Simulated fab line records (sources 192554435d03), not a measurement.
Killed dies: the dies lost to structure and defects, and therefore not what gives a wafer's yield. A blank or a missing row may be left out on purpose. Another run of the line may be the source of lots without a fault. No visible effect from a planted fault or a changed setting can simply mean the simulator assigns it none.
Which tool did it?	flow n5 finfet	at 1 step of a route of 1938, 12 lots with 36 wafers sampled

WHAT THE GAUGES READ, wafer by wafer
N5_BEOL_M2_RS_MEAS_58: measurement is done with a four-point probe.
lot	measured	on	M2_RS (ohm/sq)
L075	day 7 01:10	film metro-02	0.65 0.66 0.68
L077	day 7 11:19	film metro-02	0.65 0.71 0.66
L079	day 8 00:07	film metro-02	0.71 0.70 0.69
L081	day 8 17:18	film metro-01	0.67 0.72 0.72
L083	day 9 21:19	film metro-02	0.69 0.65 0.69
L085	day 10 01:50	film metro-02	0.67 0.68 0.68
L088	day 10 08:01	film metro-01	0.67 0.63 0.61
L089	day 10 17:05	film metro-02	0.64 0.65 0.68
L091	day 10 23:43	film metro-02	0.67 0.68 0.65
L094	day 11 22:11	film metro-01	0.71 0.67 0.73
L095	day 12 15:13	film metro-01	0.70 0.66 0.67
L097	day 12 18:49	film metro-02	0.67 0.61 0.64

WHICH TOOL RAN EACH LOT (tool, then ch and the chambers of the sampled wafers, then the start)
No process step before these readings appears in the record.

THE ANSWER, worked out from the rows above alone
Rule: the usual values come from the lots themselves. Put in order of their means at a reading, lots are off if they are a third of the lots or fewer, leave a main group of 4 or more, and stand apart from it by a gap of 3 or more times the standard deviation of the main group's means; of several such gaps the widest counts. The tables above print the reading to a certain number of digits; a main group whose means all agree to those digits is not used. Also off: a lot with no number at a reading for which 4 or more lots have one. Any other lot the step has rows for is counted as sound.
Across all readings shown, no lot is off: no conclusion can be drawn from this.

WHAT THE SIMULATOR PUT IN
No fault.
